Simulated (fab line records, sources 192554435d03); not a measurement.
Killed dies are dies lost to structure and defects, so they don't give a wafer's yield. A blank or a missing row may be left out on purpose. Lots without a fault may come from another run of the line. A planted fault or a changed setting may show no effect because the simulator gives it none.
Chamber matching | flow n5_finfet | N5_BEOL_M0_SAQP_ALD_48 on ald_sin-01: 4 sister chambers
The step deposits SiO2, target thk 20 nm, pulse time 1 s, co reactant pulse time 1 s. 14 wafers are shown with their chamber, then 7 later ones without.

WAFERS WITH THEIR CHAMBER
wafer  | chamber | heater_power_w (W) | precursor_pulse_height_rel
L076.2 | 1       | 89                 | 1.003
L076.4 | 2       | 102                | 0.982
L076.6 | 0       | 69                 | 0.989
L080.1 | 3       | 79                 | 0.985
L080.5 | 1       | 85                 | 1.005
L080.6 | 2       | 101                | 0.999
L086.1 | 1       | 81                 | 1.027
L086.3 | 2       | 98                 | 0.967
L086.5 | 1       | 83                 | 0.980
L087.1 | 3       | 74                 | 1.014
L087.2 | 1       | 80                 | 0.983
L087.3 | 2       | 97                 | 1.000
L090.2 | 3       | 75                 | 0.977
L090.4 | 0       | 68                 | 1.019

SIGNATURES (means of the wafers above)
reading                    | chamber 0 | chamber 1 | chamber 2 | chamber 3 | scatter within a chamber
heater_power_w             | 68.50     | 83.60     | 99.50     | 76.00     | 2.88
precursor_pulse_height_rel | 1.00400   | 0.99960   | 0.98700   | 0.99200   | 0.0184
Rule: a wafer's distance from a chamber is the root of the sum, over the readings, of the square of ((its reading less the chamber's mean) divided by the reading's scatter). The wafer belongs to the nearest chamber; if the next one is less than 2 further off, it can't be placed. The scatter: the root of (the sum of the squares of (reading less its chamber's mean) over the shown wafers, divided by (wafers less chambers)).

WAFERS WITHOUT THEIR CHAMBER
wafer  | heater_power_w (W) | precursor_pulse_height_rel
L090.6 | 67                 | 1.009
L092.1 | 96                 | 1.046
L092.2 | 73                 | 0.984
L092.3 | 68                 | 0.980
L095.1 | 94                 | 0.974
L095.3 | 74                 | 0.957
L095.6 | 73                 | 1.026

WHICH CHAMBER EACH WENT THROUGH
wafer  | from the rows above          | in truth
L090.6 | 0                            | 0
L092.1 | can't be placed: 2 or 1      | 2
L092.2 | can't be placed: 3 or 0      | 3
L092.3 | can't be placed: 0 or 3      | 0
L095.1 | can't be placed: 2 or 1      | 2
L095.3 | can't be placed: 3 or 0      | 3
L095.6 | can't be placed: 0 or 3 or 1 | 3
Placed correctly: 1 of 7. Can't be placed from these rows: 6 (the true chamber is among the candidates in 6). Placed wrongly: 0.
